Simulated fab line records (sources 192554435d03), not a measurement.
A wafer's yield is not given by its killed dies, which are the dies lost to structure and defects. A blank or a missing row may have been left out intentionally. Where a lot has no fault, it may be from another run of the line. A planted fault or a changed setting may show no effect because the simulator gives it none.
Matching of chambers + flow n5Finfet + N5_BEOL_M1_STRIP_19 on rieDiel-04 has 3 sister chambers
The step strips in O2. 16 wafers are shown with their chamber, then 7 later ones without.

WAFERS PAIRED WITH THEIR CHAMBERS
| wafer  | chamber | drypumpMotorCurrentA (A) | showerheadPlenumPTorr (Torr) | rfVppV (V) |
|--------|---------|--------------------------|------------------------------|------------|
| L077.1 | 3       | 5.7                      | 2.00                         | 4.1        |
| L077.2 | 1       | 5.8                      | 2.23                         | 3.4        |
| L077.3 | 0       | 5.1                      | 2.09                         | 3.2        |
| L080.2 | 3       | 5.7                      | 1.99                         | 3.7        |
| L080.3 | 1       | 5.8                      | 2.22                         | 4.3        |
| L080.6 | 1       | 5.8                      | 2.22                         | 3.3        |
| L082.2 | 1       | 5.9                      | 2.22                         | 3.9        |
| L082.3 | 0       | 5.1                      | 2.09                         | 3.5        |
| L082.5 | 1       | 5.9                      | 2.22                         | 3.0        |
| L087.3 | 1       | 5.8                      | 2.22                         | 3.9        |
| L087.4 | 3       | 5.7                      | 2.26                         | 4.7        |
| L087.5 | 1       | 5.8                      | 2.22                         | 4.1        |
| L089.1 | 0       | 5.1                      | 2.09                         | 3.6        |
| L089.2 | 1       | 5.9                      | 2.22                         | 3.8        |
| L089.6 | 3       | 5.7                      | 2.26                         | 4.6        |
| L091.2 | 0       | 5.1                      | 2.09                         | 3.3        |

SIGNATURES (averages over the wafers above)
| reading               | chamber 0 | chamber 1 | chamber 3 | scatter within a chamber |
|-----------------------|-----------|-----------|-----------|--------------------------|
| drypumpMotorCurrentA  | 5.100     | 5.838     | 5.700     | 0.038                    |
| showerheadPlenumPTorr | 2.0900    | 2.2213    | 2.1275    | 0.0736                   |
| rfVppV                | 3.400     | 3.712     | 4.275     | 0.402                    |
Rule: a wafer lies at a distance from a chamber equal to the root of the sum of squares, over the readings, of (its reading less the chamber's mean, divided by the reading's scatter). The wafer belongs to the nearest chamber; if the next one is less than 2 further off, it can't be placed. The scatter is the square root of a quotient: the sum, over the shown wafers, of each reading's squared deviation from its chamber's mean, divided by wafers minus chambers.

WAFERS WHOSE CHAMBER IS MISSING
| wafer  | drypumpMotorCurrentA (A) | showerheadPlenumPTorr (Torr) | rfVppV (V) |
|--------|--------------------------|------------------------------|------------|
| L091.3 | 5.7                      | 2.25                         | 3.9        |
| L093.1 | 5.1                      | 2.09                         | 3.7        |
| L093.2 | 5.8                      | 2.21                         | 2.7        |
| L093.5 | 5.1                      | 2.09                         | 4.2        |
| L096.2 | 5.8                      | 2.21                         | 4.5        |
| L096.5 | 5.1                      | 2.08                         | 3.5        |
| L096.6 | 5.8                      | 2.21                         | 3.8        |

WHICH CHAMBER EACH WENT THROUGH
| wafer  | from the rows above     | in truth |
|--------|-------------------------|----------|
| L091.3 | can't be placed: 3 or 1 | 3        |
| L093.1 | 0                       | 0        |
| L093.2 | 1                       | 1        |
| L093.5 | 0                       | 0        |
| L096.2 | can't be placed: 1 or 3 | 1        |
| L096.5 | 0                       | 0        |
| L096.6 | 1                       | 1        |
Placed correctly: 5 of 7. Can't be placed from these rows: 2 (the true chamber is among the candidates in 2). 0 placed wrongly.
